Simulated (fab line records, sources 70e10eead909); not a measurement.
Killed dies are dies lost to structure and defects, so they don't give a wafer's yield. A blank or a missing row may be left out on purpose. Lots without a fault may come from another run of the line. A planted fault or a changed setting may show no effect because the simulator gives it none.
fab line records | flow nand_harc
record lots=24 wafers=72 last_day=34
route steps=1302 shown A_STAIRCASE@869 A_SGD_CUT@905 A_SLIT@933 A_WL_FILL@957
lots that met no fault: from a run of the same line without faults
start_h: hours from the record's first day to the start of the lot's first wafer shown | wait_h: hours since the lot's step before | " the same as in the row above | L1.1+2: a row that stands for several wafers | - no value, or no start given | * or withheld: withheld | < > ~ a bound
route shown NAME@n: a module of which the file shows steps, and the number in the route of the first | usual: mean/standard deviation of fault-free wafers | same: alike in all rows | chamber/n: place in a boat | sites: the reading at each site | _std_site: their standard deviation | _edge_site: outer sites' mean less inner sites' | radius_mm: how far each site lies from the wafer's centre | mask NAME#n: copy n | behind: the tool/chamber that last shaped the wafer | hold: why the lot was held/for how many hours/how that ended | device: the transistor (n, p or np) that didn't switch | end of line: the same wafers' tests at the end of the route | a step without rows: its recipe alone | killed: dies lost to structure and defects at the first sort, not the wafer's yield | map: a wafer's dies, x killed, . not, _ none there
set.NAME: the setting as run; set.NAME@STEP: as run at that earlier step | model.NAME: the simulator's own value behind a step, which no gauge read
steps of the route over a sample of lots; a table a step, a row a wafer
services: from which hour (start_h, from the record's first day; less than 0 if before it) a tool's chamber was out of use, for how many hours, and why
## steps
# step NHARC_A_STAIRCASE_DESCUM_443
# recipe time_s=3 o2_flow_sccm=200 ar_flow_sccm=0 bias_power_w=0 chemistry=O2
# usual chamber_pressure_mTorr=60.01/0.049 drypump_motor_current_A=5.8/0.47 oes_product_au=1.000/0.0085 rf_vpp_V=57.7/0.99 showerhead_plenum_p_Torr=1.89/0.11 throttle_valve_pct=11.310/0.0095
# same time_s=3
# columns lot.wafer tool chamber start_h wait_h chamber_pressure_mTorr drypump_motor_current_A oes_product_au rf_hours_counter_h rf_vpp_V showerhead_plenum_p_Torr throttle_valve_pct
L074.1 rie_diel-05 2 457.86 - 59.96 6.4 1.009 13 56.2 1.78 11.332
L074.4 " 3 " " 60.02 6.4 1.008 11 58.3 1.78 11.303
L074.3 " 0 " " 60.02 5.4 1.009 12 58.3 2.07 11.319
L075.4 rie_diel-06 0 457.91 - 60.02 5.8 1.002 44 58.6 1.84 11.298
L075.2 " 1 " " 59.93 6.4 1.002 42 56.5 1.84 11.322
L075.1 " 2 " " 60.01 5.8 0.990 42 57.7 1.95 11.320
L076.2 rie_diel-06 3 465.74 - 59.95 5.5 1.003 50 57.3 1.78 11.317
L076.1 " 0 " " 60.09 5.8 0.987 48 58.8 1.84 11.326
L076.6 " 0 " " 60.06 5.8 1.002 - 57.9 1.84 11.327
L077.1 rie_diel-05 2 471.96 - 60.03 6.3 1.009 23 56.4 1.77 11.303
L077.3 " 3 " " 60.06 6.4 1.011 19 57.0 1.78 11.297
L077.4 " 3 " " 60.06 6.4 1.004 - 56.8 1.78 11.312
L078.2 rie_diel-06 0 476.27 - 60.10 5.8 1.002 56 58.0 1.84 11.302
L078.3 " 3 " " 59.98 5.5 1.004 58 57.2 1.78 11.304
L078.5 " 1 " " 60.02 6.5 0.999 - 56.9 1.84 11.303
L080.4 rie_diel-05 1 491.66 - 60.02 5.0 1.000 21 58.2 2.05 11.313
L080.6 " 1 " " 59.94 5.0 0.989 - 59.0 2.05 11.312
L080.5 " 2 " " 59.91 6.4 0.999 - 58.5 1.77 11.310
L079.3 rie_diel-03 0 492.09 - 60.03 5.8 1.001 10 57.4 1.85 11.313
L079.4 " 1 " " 59.98 5.4 0.987 9 57.0 1.91 11.304
L079.6 " 2 " " 60.07 6.0 0.991 - 57.4 1.81 11.313
L081.1 rie_diel-05 3 506.18 - 59.98 6.4 1.002 36 57.0 1.77 11.316
L081.2 " 1 " " 59.94 4.9 1.002 26 57.9 2.05 11.313
L081.5 " 3 " " 60.05 6.4 0.999 - 57.3 1.78 11.292
L082.3 rie_diel-06 1 516.25 - 60.02 6.5 0.987 4 58.2 1.84 11.311
L082.2 " 2 " " 60.00 5.8 0.998 4 56.6 1.94 11.299
L082.5 " 2 " " 59.98 5.8 0.999 - 59.2 1.94 11.323
L083.3 rie_diel-05 2 528.73 - 59.94 6.4 0.995 46 56.7 1.77 11.306
L083.1 " 0 " " 59.98 5.4 1.011 43 56.9 2.06 11.308
L083.5 " 2 " " 60.00 6.4 1.002 - 54.4 1.76 11.323
L084.2 rie_diel-03 2 538.19 - 60.09 6.0 0.997 18 57.5 1.81 11.299
L084.3 " 0 " " 59.99 5.8 1.016 22 56.2 1.85 11.315
L084.6 " 3 " " 60.12 5.5 1.011 - 56.1 1.90 11.313
L086.1 rie_diel-05 2 538.38 - 59.98 6.3 1.001 51 57.1 1.76 11.300
L086.6 " 3 " " 59.99 6.4 1.002 - 56.3 1.77 11.308
L086.5 " 0 " " 59.99 5.4 1.008 - 57.7 2.06 11.298
L085.2 rie_diel-06 2 538.53 - 59.93 5.8 0.985 12 58.2 1.94 11.313
L085.3 " 0 " " 59.95 5.7 0.996 7 58.0 1.84 11.300
L085.6 " 2 " " 60.01 5.8 1.001 - 58.1 1.94 11.325
L087.2 rie_diel-03 3 554.80 - 60.00 5.5 0.996 29 58.6 1.89 11.309
L087.1 " 2 " " 59.98 6.1 0.986 26 56.7 1.81 11.300
L087.5 " 2 " " 60.05 6.0 0.989 - 58.2 1.81 11.317
L088.2 rie_diel-05 0 567.54 - 60.06 5.4 1.002 58 60.5 2.06 11.307
L088.4 " 1 " " 60.05 4.9 1.000 49 58.3 2.04 11.305
L088.1 " 2 " " 60.03 6.4 0.998 62 58.3 1.76 11.310
L089.3 rie_diel-03 2 575.86 - 59.96 6.1 0.989 33 56.6 1.81 11.326
L089.4 " 0 " " 60.06 5.8 0.999 - 58.4 1.84 11.306
L089.5 " 1 " " 59.99 5.4 0.989 - 59.1 1.90 11.306
L091.3 rie_diel-03 0 601.62 - 59.95 5.8 1.009 40 59.3 1.84 11.310
L091.5 " 1 " " 60.02 5.4 0.987 - 58.5 1.90 11.300
L091.6 " 2 " " 60.07 6.0 0.993 - 57.4 1.80 11.310
L090.3 rie_diel-05 0 601.79 - 59.92 5.4 1.005 1 58.3 2.05 11.300
L090.2 " 1 " " 59.93 5.0 0.988 1 58.2 2.04 11.294
L090.5 " 0 " " 60.01 5.4 1.005 - 58.6 2.05 11.316
L094.3 rie_diel-06 2 620.07 - 60.03 5.8 1.001 37 57.1 1.93 11.312
L094.4 " 0 " " 60.04 5.8 1.002 35 57.2 1.83 11.314
L094.5 " 1 " " 60.03 6.5 1.002 - 58.7 1.83 11.326
L093.4 rie_diel-05 1 620.23 - 60.03 4.9 0.985 9 57.9 2.04 11.305
L093.2 " 2 " " 60.01 6.4 0.994 8 59.7 2.07 11.325
L093.6 " 0 " " 60.06 5.4 1.008 - 58.3 2.05 11.313
L092.4 rie_diel-03 0 620.45 - 60.00 5.8 1.020 47 57.1 1.84 11.314
L092.2 " 2 " " 60.01 6.1 0.994 50 56.8 1.80 11.308
L092.5 " 1 " " 59.94 5.4 0.991 - 55.7 1.89 11.291
L095.2 rie_diel-05 1 647.90 - 59.94 4.9 1.003 20 57.1 2.03 11.285
L095.1 " 3 " " 60.01 6.4 1.012 20 58.1 2.07 11.313
L095.5 " 1 " " 60.04 4.9 0.993 - 59.4 2.03 11.312
L096.1 rie_diel-03 1 653.06 - 60.01 5.4 1.006 2 58.0 1.89 11.314
L096.3 " 3 " " 60.08 5.6 1.014 3 57.2 1.89 11.324
L096.5 " 1 " " 59.94 5.4 1.001 - 56.4 1.89 11.319
L097.2 rie_diel-03 0 668.04 - 60.00 5.8 1.007 7 55.8 1.84 11.309
L097.3 " 1 " " 59.98 5.4 0.992 10 57.4 1.89 11.303
L097.6 " 1 " " 60.12 5.4 0.990 - 55.8 1.89 11.318
# step NHARC_A_STAIRCASE_CMP_450
# recipe target_thk_nm=200 material=SiO2
# usual motor_current_A=12.0/0.99
# columns lot.wafer tool chamber start_h wait_h motor_current_A
L074.3 cmp-03 2 463.17 - 10.2
L074.1 " 3 " " 11.2
L074.4 " 1 " " 12.3
L075.2 cmp-04 0 463.46 - 11.9
L075.1 " 1 " " 11.1
L075.4 " 2 " " 12.2
L076.2 cmp-03 2 472.05 - 10.4
L076.1 " 0 " " 13.3
L076.6 " 1 " " 12.7
L077.4 cmp-03 0 478.26 - 12.2
L077.3 " 1 " " 12.2
L077.1 " 2 " " 10.1
L078.2 cmp-04 0 481.56 - 11.6
L078.3 " 1 " " 11.3
L078.5 " 3 " " 11.1
L080.4 cmp-01 3 496.99 - 13.0
L080.6 " 3 " " 12.8
L080.5 " 0 " " 11.5
L079.3 cmp-03 3 497.34 - 11.0
L079.4 " 0 " " 12.1
L079.6 " 3 " " 11.4
L081.2 cmp-04 2 511.44 - 11.2
L081.1 " 1 " " 11.1
L081.5 " 2 " " 12.2
L082.3 cmp-04 1 522.48 - 11.2
L082.2 " 3 " " 11.5
L082.5 " 1 " " 10.4
L083.3 cmp-04 3 534.00 - 11.4
L083.1 " 0 " " 11.7
L083.5 " 2 " " 11.5
L084.2 cmp-03 3 543.51 - 11.1
L084.3 " 0 " " 12.7
L084.6 " 3 " " 10.9
L086.1 cmp-04 2 543.92 - 12.3
L086.6 " 2 " " 11.3
L086.5 " 3 " " 11.2
L085.3 cmp-01 1 543.94 - 12.4
L085.2 " 3 " " 12.9
L085.6 " 2 " " 13.6
L087.1 cmp-01 0 561.07 - 11.5
L087.2 " 1 " " 12.1
L087.5 " 3 " " 12.9
L088.2 cmp-01 3 572.86 - 12.5
L088.1 " 0 " " 10.8
L088.4 " 2 " " 13.5
L089.4 cmp-01 3 582.28 - 13.8
L089.3 " 0 " " 11.3
L089.5 " 2 " " 14.0
L091.3 cmp-03 1 606.89 - 12.5
L091.5 " 3 " " 10.5
L091.6 " 0 " " 13.0
L090.3 cmp-04 1 607.23 - 11.6
L090.2 " 0 " " 12.2
L090.5 " 1 " " 11.3
L094.4 cmp-04 1 625.37 - 10.8
L094.3 " 2 " " 12.2
L094.5 " 0 " " 11.8
L093.4 cmp-01 2 625.53 - 13.3
L093.2 " 3 " " 13.1
L093.6 " 2 " " 13.0
L092.2 cmp-01 3 625.72 - 13.3
L092.4 " 1 " " 12.5
L092.5 " 0 " " 11.3
L095.2 cmp-01 3 654.27 - 12.7
L095.1 " 0 " " 11.6
L095.5 " 2 " " 12.3
L096.1 cmp-01 0 658.35 - 11.7
L096.3 " 2 " " 14.2
L096.5 " 3 " " 12.7
L097.2 cmp-01 1 674.25 - 12.7
L097.3 " 2 " " 13.5
L097.6 " 1 " " 12.2
# step NHARC_A_STAIRCASE_INSPECT_155
# usual raw_defect_count=444/130
# columns lot.wafer tool chamber start_h wait_h raw_defect_count
L074.1 defect_inspect-02 - 464.99 0.1 419
L074.3 " - " " 381
L074.4 " - " " 479
L075.1 defect_inspect-02 - 465.29 0.1 509
L075.2 " - " " 654
L075.4 " - " " 444
L076.1 defect_inspect-02 - 473.96 0.1 476
L076.2 " - " " 358
L076.6 " - " " 633
L077.1 defect_inspect-02 - 480.06 0.1 762
L077.3 " - " " 681
L077.4 " - " " 566
L078.2 defect_inspect-02 - 483.35 0.1 349
L078.3 " - " " 243
L078.5 " - " " 403
L080.4 defect_inspect-01 - 499.02 0.1 422
L080.5 " - " " 518
L080.6 " - " " 402
L079.3 defect_inspect-02 - 499.18 0.1 557
L079.4 " - " " 880
L079.6 " - " " 278
L081.1 defect_inspect-01 - 513.52 0.1 366
L081.2 " - " " 594
L081.5 " - " " 406
L082.2 defect_inspect-02 - 524.27 0.1 470
L082.3 " - " " 265
L082.5 " - " " 558
L083.1 defect_inspect-02 - 535.76 0.1 503
L083.3 " - " " 351
L083.5 " - " " 595
L084.2 defect_inspect-02 - 545.34 0.1 331
L084.3 " - " " 363
L084.6 " - " " 342
L086.1 defect_inspect-02 - 545.85 0.1 352
L086.5 " - " " 425
L086.6 " - " " 413
L085.2 defect_inspect-01 - 545.88 0.1 297
L085.3 " - " " 317
L085.6 " - " " 343
L087.1 defect_inspect-02 - 562.84 0.1 481
L087.2 " - " " 481
L087.5 " - " " 535
L088.1 defect_inspect-02 - 574.65 0.1 557
L088.2 " - " " 593
L088.4 " - " " 379
L089.3 defect_inspect-01 - 584.05 0.1 253
L089.4 " - " " 378
L089.5 " - " " 441
L091.3 defect_inspect-01 - 608.81 0.1 285
L091.5 " - " " 371
L091.6 " - " " 338
L090.2 defect_inspect-02 - 609.06 0.1 361
L090.3 " - " " 392
L090.5 " - " " 362
L094.3 defect_inspect-01 - 627.30 0.1 357
L094.4 " - " " 420
L094.5 " - " " 337
L093.2 defect_inspect-02 - 627.45 0.1 448
L093.4 " - " " 445
L093.6 " - " " 426
L092.2 defect_inspect-01 - 627.61 0.1 289
L092.4 " - " " 381
L092.5 " - " " 446
L095.1 defect_inspect-02 - 656.03 0.1 413
L095.2 " - " " 789
L095.5 " - " " 414
L096.1 defect_inspect-02 - 660.20 0.1 317
L096.3 " - " " 449
L096.5 " - " " 635
L097.2 defect_inspect-02 - 676.04 0.1 250
L097.3 " - " " 489
L097.6 " - " " 444
# step NHARC_A_SGD_CUT_ETCH_58
# recipe target_depth_a=390 over_etch_frac=0.3 time_s=65 ion_energy_ev=80 cf4_flow_sccm=150 ar_flow_sccm=0 rf_w=300 bias_w=100 chemistry=CF4
# usual chamber_pressure_mTorr=50.00/0.044 drypump_motor_current_A=5.9/0.48 oes_product_au=0.998/0.0082 rf_vpp_V=151.5/1.2 showerhead_plenum_p_Torr=1.79/0.061 throttle_valve_pct=13.282/0.0089
# same time_s=65
# columns lot.wafer tool chamber start_h wait_h chamber_pressure_mTorr drypump_motor_current_A oes_product_au rf_hours_counter_h rf_vpp_V showerhead_plenum_p_Torr throttle_valve_pct
L074.3 rie_diel-12 3 466.05 0.1 50.06 5.9 0.985 1 152.4 1.84 13.288
L074.1 " 1 " " 50.10 5.1 0.991 1 151.9 1.79 13.289
L074.4 " 2 " " 49.94 5.3 0.978 0 149.8 1.77 13.282
L075.4 rie_diel-10 3 466.35 0.1 50.03 6.7 0.983 1 153.2 1.73 13.284
L075.1 " 0 " " 50.00 5.7 1.003 1 151.1 1.76 13.301
L075.2 " 2 " " 50.01 6.1 1.002 2 150.3 1.78 13.284
L076.1 rie_diel-10 2 475.02 0.1 49.97 6.1 1.014 2 151.4 1.78 13.283
L076.2 " 3 " " 49.97 6.7 1.009 2 151.0 1.73 13.289
L076.6 " 2 " " 49.98 6.1 1.007 - 151.6 1.78 13.264
L077.3 rie_diel-01 0 481.14 0.1 49.96 5.3 1.004 4 151.9 1.79 13.293
L077.1 " 1 " " 50.02 6.4 1.000 3 149.2 1.73 13.280
L077.4 " 2 " " 50.03 5.8 0.991 - 148.7 1.66 13.286
L078.3 rie_diel-12 3 484.42 0.1 50.01 5.9 0.989 3 151.7 1.84 13.281
L078.2 " 0 " " 49.95 6.0 0.985 3 152.7 1.86 13.290
L078.5 " 1 " " 50.05 5.1 1.007 - 152.8 1.79 13.275
L080.4 rie_diel-12 1 500.15 0.1 49.99 5.1 1.003 - 152.0 1.79 13.276
L080.6 " 2 " " 50.01 5.3 1.000 - 151.4 1.76 13.282
L080.5 " 0 " " 49.88 5.9 0.993 - 152.0 1.86 13.289
L079.3 rie_diel-12 1 500.18 0.1 50.04 5.1 1.002 4 152.1 1.79 13.272
L079.4 " 0 " " 49.98 5.9 1.006 - 151.3 1.86 13.295
L079.6 " 2 " " 49.94 5.3 0.987 - 149.6 1.76 13.273
L081.2 rie_diel-10 2 514.58 0.1 50.04 6.2 0.994 4 152.4 1.78 13.274
L081.1 " 0 " " 49.92 5.7 1.010 4 151.3 1.75 13.284
L081.5 " 1 " " 50.11 5.7 1.011 - 154.0 1.87 13.283
L082.3 rie_diel-10 3 525.33 0.1 49.99 6.7 0.998 5 151.7 1.73 13.268
L082.2 " 0 " " 50.01 5.7 0.999 5 151.6 1.75 13.291
L082.5 " 3 " " 50.06 6.7 0.992 - 150.0 1.73 13.296
L083.1 rie_diel-10 0 536.83 0.1 49.98 5.7 1.000 6 150.3 1.75 13.285
L083.3 " 2 " " 50.03 6.1 0.999 5 151.7 1.78 13.281
L083.5 " 1 " " 50.01 5.7 1.003 - 151.7 1.87 13.274
L084.2 rie_diel-01 1 546.28 0.1 49.97 6.5 1.001 6 150.6 1.73 13.282
L084.3 " 3 " " 49.99 6.6 0.986 6 151.3 1.89 13.295
L084.6 " 1 " " 49.98 6.5 0.990 - 151.9 1.73 13.282
L086.1 rie_diel-01 2 546.84 0.1 50.06 5.8 0.999 6 150.5 1.66 13.266
L086.6 " 1 " " 49.96 6.5 1.001 - 150.5 1.73 13.298
L086.5 " 2 " " 49.97 5.8 1.000 - 149.3 1.66 13.279
L085.2 rie_diel-12 3 546.85 0.1 50.02 5.9 0.995 7 150.9 1.84 13.290
L085.3 " 0 " " 50.01 5.9 0.995 9 151.9 1.86 13.268
L085.6 " 3 " " 50.03 6.0 0.985 - 152.6 1.84 13.274
L087.2 rie_diel-10 2 563.92 0.1 49.97 6.1 1.001 7 152.1 1.78 13.278
L087.1 " 0 " " 50.00 5.7 1.006 8 151.6 1.75 13.280
L087.5 " 2 " " 50.00 6.1 1.010 - 152.5 1.78 13.275
L088.1 rie_diel-12 0 575.59 0.1 50.04 6.0 0.995 11 153.3 1.86 13.280
L088.4 " 1 " " 49.96 5.1 1.012 12 152.1 1.79 13.277
L088.2 " 2 " " 49.98 5.3 0.989 11 149.5 1.76 13.299
L089.3 rie_diel-10 1 584.99 0.1 50.02 5.7 1.006 9 154.1 1.87 13.299
L089.4 " 2 " " 50.04 6.1 1.000 8 153.5 1.78 13.281
L089.5 " 2 " " 50.01 6.2 0.997 - 152.0 1.78 13.280
L091.3 rie_diel-12 3 609.92 0.1 50.01 5.9 0.995 13 152.2 1.84 13.284
L091.5 " 0 " " 49.96 6.0 0.986 - 151.5 1.86 13.283
L091.6 " 1 " " 49.89 5.1 0.994 - 150.4 1.79 13.279
L090.3 rie_diel-10 1 610.16 0.1 50.00 5.7 1.008 0 153.0 1.87 13.275
L090.2 " 2 " " 49.95 6.2 1.012 0 149.7 1.78 13.285
L090.5 " 0 " " 49.98 5.7 1.002 - 152.2 1.75 13.293
L094.4 rie_diel-10 2 628.37 0.1 49.93 6.2 1.004 1 151.9 1.78 13.274
L094.3 " 3 " " 49.97 6.7 1.000 2 151.3 1.73 13.284
L094.5 " 3 " " 50.00 6.7 1.007 - 150.2 1.73 13.260
L093.4 rie_diel-01 1 628.54 0.1 49.98 6.4 0.995 2 150.4 1.73 13.280
L093.2 " 3 " " 50.04 6.6 0.993 3 152.9 1.89 13.272
L093.6 " 1 " " 49.96 6.4 1.004 - 150.0 1.73 13.302
L092.4 rie_diel-01 0 628.84 0.2 50.00 5.3 1.006 3 151.1 1.78 13.290
L092.2 " 1 " " 49.99 6.5 1.003 2 150.9 1.73 13.273
L092.5 " 3 " " 49.97 6.6 1.002 - 152.3 1.89 13.267
L095.1 rie_diel-10 3 657.10 0.1 50.01 6.7 1.007 3 151.0 1.73 13.282
L095.2 " 1 " " 50.03 5.7 0.996 3 152.6 1.87 13.269
L095.5 " 2 " " 50.00 6.2 0.997 - 151.9 1.78 13.285
L096.1 rie_diel-10 0 661.14 0.1 50.02 5.7 1.001 4 150.7 1.75 13.284
L096.3 " 2 " " 49.93 6.2 0.997 4 150.4 1.78 13.279
L096.5 " 3 " " 49.96 6.7 1.008 - 150.7 1.73 13.278
L097.2 rie_diel-12 2 677.11 0.1 49.98 5.3 0.996 4 151.4 1.76 13.279
L097.3 " 0 " " 50.01 6.0 0.984 3 151.5 1.86 13.280
L097.6 " 2 " " 49.92 5.3 1.003 - 150.8 1.76 13.303
# step NHARC_A_SLIT_CD_MEAS_09
# recipe target_cd_nm=300 landing_energy_ev=500
# usual cd_nm=300.0/0.4
# columns lot.wafer tool chamber start_h wait_h cd_nm
L075.1 cd_sem-01 0 478.13 - 299.9
L075.2 " 0 " " 299.7
L075.4 " 0 " " 299.9
L074.1 cd_sem-02 0 478.29 - 299.6
L074.3 " 0 " " 299.8
L074.4 " 0 " " 299.7
L076.1 cd_sem-03 0 486.74 - 300.6
L076.2 " 0 " " 300.1
L076.6 " 0 " " 300.3
L077.1 cd_sem-03 0 495.31 - 299.9
L077.3 " 0 " " 300.3
L077.4 " 0 " " 300.5
L078.2 cd_sem-01 0 499.07 - 300.3
L078.3 " 0 " " 300.0
L078.5 " 0 " " 299.8
L080.4 cd_sem-01 0 511.86 - 300.3
L080.5 " 0 " " 299.4
L080.6 " 0 " " 300.6
L079.3 cd_sem-02 0 512.07 - 300.0
L079.4 " 0 " " 299.9
L079.6 " 0 " " 300.0
L081.1 cd_sem-03 0 525.83 - 300.4
L081.2 " 0 " " 300.2
L081.5 " 0 " " 300.1
L082.2 cd_sem-03 0 537.95 - 300.3
L082.3 " 0 " " 300.3
L082.5 " 0 " " 300.0
L083.1 cd_sem-02 0 548.30 - 301.1
L083.3 " 0 " " 300.5
L083.5 " 0 " " 300.4
L086.1 cd_sem-01 0 561.22 - 300.2
L086.5 " 0 " " 300.1
L086.6 " 0 " " 300.4
L084.2 cd_sem-02 0 561.97 - 300.7
L084.3 " 0 " " 300.0
L084.6 " 0 " " 300.4
L085.2 cd_sem-02 0 565.59 - 299.5
L085.3 " 0 " " 300.1
L085.6 " 0 " " 300.1
L087.1 cd_sem-01 0 577.97 - 299.7
L087.2 " 0 " " 299.6
L087.5 " 0 " " 299.5
L088.1 cd_sem-01 0 587.29 - 300.2
L088.2 " 0 " " 299.7
L088.4 " 0 " " 300.2
L089.3 cd_sem-02 0 596.45 - 300.0
L089.4 " 0 " " 299.9
L089.5 " 0 " " 300.0
L090.2 cd_sem-01 0 626.14 - 300.0
L090.3 " 0 " " 299.9
L090.5 " 0 " " 299.8
L091.3 cd_sem-02 0 627.55 - 300.3
L091.5 " 0 " " 301.0
L091.6 " 0 " " 300.4
L094.3 cd_sem-03 0 639.68 - 300.8
L094.4 " 0 " " 300.5
L094.5 " 0 " " 300.8
L092.2 cd_sem-02 0 639.84 - 300.2
L092.4 " 0 " " 299.7
L092.5 " 0 " " 300.3
L093.2 cd_sem-03 0 640.08 - 299.3
L093.4 " 0 " " 300.0
L093.6 " 0 " " 299.5
L095.1 cd_sem-01 0 668.17 - 299.4
L095.2 " 0 " " 299.9
L095.5 " 0 " " 300.6
L096.1 cd_sem-03 0 673.80 - 300.0
L096.3 " 0 " " 299.7
L096.5 " 0 " " 300.1
L097.2 cd_sem-01 0 688.34 - 300.0
L097.3 " 0 " " 299.9
L097.6 " 0 " " 299.5
# step NHARC_A_WL_FILL_ETCHBACK_04
# recipe target_depth_a=600 time_s=120 chemistry=NF3
# usual chamber_pressure_mTorr=299.99/0.23 drypump_motor_current_A=5.6/0.41 oes_product_au=0.997/0.0082
# same time_s=120
# columns lot.wafer tool chamber start_h wait_h chamber_pressure_mTorr drypump_motor_current_A oes_product_au rf_hours_counter_h
L075.1 rie_metal-01 1 492.80 0.3 299.98 6.0 0.995 1.0
L075.2 " 0 " " 300.14 4.7 1.014 1.0
L075.4 " 0 " " 300.48 4.7 1.014 -
L074.1 rie_metal-03 0 493.14 0.3 300.01 6.0 1.002 2.1
L074.4 " 0 " " 300.06 6.0 0.991 -
L074.3 " 1 " " 299.98 5.6 0.998 -
L076.1 rie_metal-03 0 504.83 0.3 300.02 6.0 0.998 2.3
L076.2 " 1 " " 299.86 5.5 0.999 2.3
L076.6 " 0 " " 299.86 6.0 0.999 -
L077.1 rie_metal-01 0 509.80 0.3 299.67 4.7 1.015 1.3
L077.4 " 1 " " 299.74 5.9 0.996 -
L077.3 " 0 " " 299.85 4.7 1.006 -
L078.2 rie_metal-03 1 513.74 0.3 299.59 5.6 0.994 2.8
L078.3 " 0 " " 300.05 6.0 1.003 -
L078.5 " 0 " " 299.79 6.0 0.998 -
L079.3 rie_metal-02 1 527.91 0.2 299.97 5.8 0.990 -
L079.4 " 0 " " 299.96 5.7 0.994 -
L079.6 " 0 " " 300.29 5.6 0.987 -
L080.4 rie_metal-03 0 528.29 0.3 300.17 6.0 0.990 -
L080.6 " 1 " " 300.35 5.6 0.994 -
L080.5 " 0 " " 300.18 6.0 0.996 -
L081.2 rie_metal-01 0 542.41 0.3 299.93 4.7 1.012 2.0
L081.1 " 1 " " 299.81 6.0 1.011 2.0
L081.5 " 0 " " 300.02 4.8 1.016 -
L082.2 rie_metal-02 0 552.90 0.3 299.88 5.7 0.992 1.2
L082.3 " 0 " " 299.84 5.7 0.991 -
L082.5 " 1 " " 299.82 5.8 0.988 -
L083.1 rie_metal-01 0 562.80 0.3 299.84 4.7 1.007 2.2
L083.3 " 1 " " 299.79 6.0 0.992 -
L083.5 " 1 " " 299.58 6.0 0.993 -
L086.1 rie_metal-02 1 576.35 0.4 300.39 5.8 0.996 1.5
L086.5 " 0 " " 300.03 5.6 1.001 -
L086.6 " 1 " " 300.12 5.8 0.982 -
L084.2 rie_metal-03 1 576.66 0.4 299.81 5.5 0.993 0.6
L084.3 " 1 " " 300.21 5.6 0.999 -
L084.6 " 0 " " 299.68 6.0 1.008 -
L085.2 rie_metal-03 1 580.46 0.4 299.99 5.6 0.985 0.8
L085.3 " 0 " " 300.12 6.1 0.991 -
L085.6 " 0 " " 299.78 6.0 0.993 -
L087.1 rie_metal-01 0 592.72 0.3 299.75 4.7 0.999 0.1
L087.2 " 1 " " 299.99 5.9 0.999 0.1
L087.5 " 0 " " 299.63 4.7 0.997 -
L088.2 rie_metal-03 0 602.85 0.3 300.15 6.0 0.994 1.3
L088.1 " 1 " " 299.99 5.5 0.989 1.3
L088.4 " 1 " " 299.64 5.6 0.987 -
L089.4 rie_metal-03 0 610.96 0.3 299.40 6.1 0.992 -
L089.3 " 1 " " 300.27 5.6 1.000 -
L089.5 " 1 " " 299.74 5.6 0.998 -
L090.2 rie_metal-02 1 640.88 0.3 299.84 5.8 0.984 0.0
L090.3 " 1 " " 300.32 5.8 1.000 -
L090.5 " 1 " " 299.88 5.8 0.993 -
L091.3 rie_metal-01 1 645.65 0.3 300.17 6.0 0.997 -
L091.6 " 0 " " 299.89 4.7 1.002 -
L091.5 " 1 " " 300.11 6.0 0.993 -
L092.2 rie_metal-02 0 654.18 0.3 299.89 5.6 0.998 0.2
L092.4 " 0 " " 300.33 5.6 1.003 -
L092.5 " 0 " " 299.87 5.6 1.003 -
L094.4 rie_metal-01 1 654.28 0.3 299.93 6.0 0.994 -
L094.3 " 0 " " 299.90 4.7 1.005 -
L094.5 " 0 " " 299.72 4.8 0.998 -
L093.2 rie_metal-02 0 658.03 0.3 300.14 5.7 1.007 0.5
L093.4 " 1 " " 300.24 5.8 1.000 -
L093.6 " 1 " " 300.47 5.8 0.993 -
L095.1 rie_metal-03 0 683.67 0.3 299.44 6.1 1.012 2.8
L095.2 " 1 " " 299.88 5.5 1.000 2.8
L095.5 " 1 " " 300.15 5.6 1.000 -
L096.1 rie_metal-03 0 688.56 0.3 300.21 6.0 0.993 3.0
L096.3 " 1 " " 300.05 5.6 0.996 -
L096.5 " 0 " " 299.61 6.0 0.986 -
L097.2 rie_metal-03 1 706.67 0.3 300.22 5.6 0.996 0.0
L097.3 " 0 " " 300.55 6.0 1.006 -
L097.6 " 1 " " 300.16 5.6 1.002 -
## services
# columns tool chamber start_h hours kind
rie_diel-12 - 445.69 9.0 pm
rie_diel-12 2 455.75 8.6 repair
rie_diel-03 - 458.40 9.0 pm
rie_diel-12 0 469.70 9.3 repair
cmp-01 - 479.50 4.0 pm
rie_metal-03 1 480.21 6.5 repair
cmp-04 - 491.80 2.1 repair
rie_diel-12 3 498.09 9.4 repair
cmp-04 - 503.00 4.0 pm
rie_metal-03 - 519.00 9.0 pm
cmp-01 - 550.54 1.4 repair
cmp-01 - 577.50 4.0 pm
rie_diel-05 - 583.68 9.0 pm
rie_diel-10 - 596.59 9.0 pm
rie_diel-05 0 637.01 11.8 repair
rie_metal-03 - 645.42 0.4 repair
cmp-01 - 658.57 0.9 repair
rie_diel-10 2 665.03 3.1 repair
cmp-01 - 669.62 2.6 repair
cmp-01 - 675.50 4.0 pm
rie_diel-10 3 676.25 7.9 repair
cmp-01 - 694.22 0.7 repair
rie_metal-03 - 696.00 9.0 pm
cmp-01 - 699.79 1.4 repair
## key
fault none
